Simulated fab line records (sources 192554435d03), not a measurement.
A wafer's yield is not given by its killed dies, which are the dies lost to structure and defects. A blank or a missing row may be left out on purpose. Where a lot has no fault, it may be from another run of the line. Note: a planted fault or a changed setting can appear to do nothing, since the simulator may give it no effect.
Matching of chambers    flow n5 finfet    rie diel-03 running N5_BEOL_M3_DESCUM_16: 4 sister chambers
The step chemistry O2, time 7 s. 18 wafers are shown with their chamber, then 9 later ones without.

== WAFERS WITH THEIR CHAMBER ==
wafer   chamber  drypump motor current A (A)  throttle valve pct (%)  showerhead plenum p Torr (Torr)
L076.1  3        5.80                         20.55                   1.98
L076.3  0        6.27                         20.75                   2.09
L076.5  1        5.59                         20.51                   2.01
L078.1  0        6.25                         20.76                   2.09
L078.3  1        5.56                         20.53                   2.01
L078.5  3        5.80                         20.55                   1.98
L084.1  0        6.26                         20.77                   2.09
L084.2  1        5.59                         20.54                   2.00
L084.3  3        5.79                         20.12                   2.24
L085.2  1        5.59                         20.55                   2.00
L085.3  3        5.78                         20.12                   2.24
L085.6  1        5.56                         20.54                   2.00
L086.3  3        5.79                         20.13                   2.24
L086.4  0        6.25                         20.78                   2.09
L086.6  0        6.26                         20.77                   2.09
L087.1  1        5.60                         20.55                   2.00
L087.2  2        5.71                         20.63                   2.19
L087.5  1        5.59                         20.54                   2.00

SIGNATURES (means of the wafers above)
reading                   chamber 0  chamber 1  chamber 2  chamber 3  scatter within a chamber
drypump motor current A   6.2580     5.5829     5.7100     5.7920     0.0123
throttle valve pct        20.7660    20.5371    20.6300    20.2940    0.125
showerhead plenum p Torr  2.0900     2.0029     2.1900     2.1360     0.0762
Rule: for each reading, subtract the chamber's mean from the wafer's reading, divide by that reading's scatter and square the result; add these up over the readings and take the root, which gives the wafer's distance from the chamber. If the next closest chamber is less than 2 further off than the closest, the wafer can't be placed; otherwise it belongs to the closest. How the scatter is found: for the shown wafers, subtract from each reading the mean of its chamber, square and add these, divide the total by (wafers less chambers), then take the root.

== WAFERS WHOSE CHAMBER IS MISSING ==
wafer   drypump motor current A (A)  throttle valve pct (%)  showerhead plenum p Torr (Torr)
L089.1  5.62                         20.53                   2.00
L089.3  5.70                         20.65                   2.19
L089.4  6.25                         20.78                   2.08
L093.1  6.27                         20.79                   2.08
L093.3  5.78                         20.16                   2.23
L093.4  5.61                         20.57                   2.00
L097.2  5.82                         20.16                   2.23
L097.4  6.28                         20.79                   2.08
L097.5  6.28                         20.81                   2.08

== CHAMBER TAKEN BY EACH ==
wafer   from the rows above  in truth
L089.1  1                    1
L089.3  2                    2
L089.4  0                    0
L093.1  0                    0
L093.3  3                    3
L093.4  1                    1
L097.2  3                    3
L097.4  0                    0
L097.5  0                    0
Placed correctly: 9 of 9. Not placeable from these rows: 0. 0 placed wrongly.
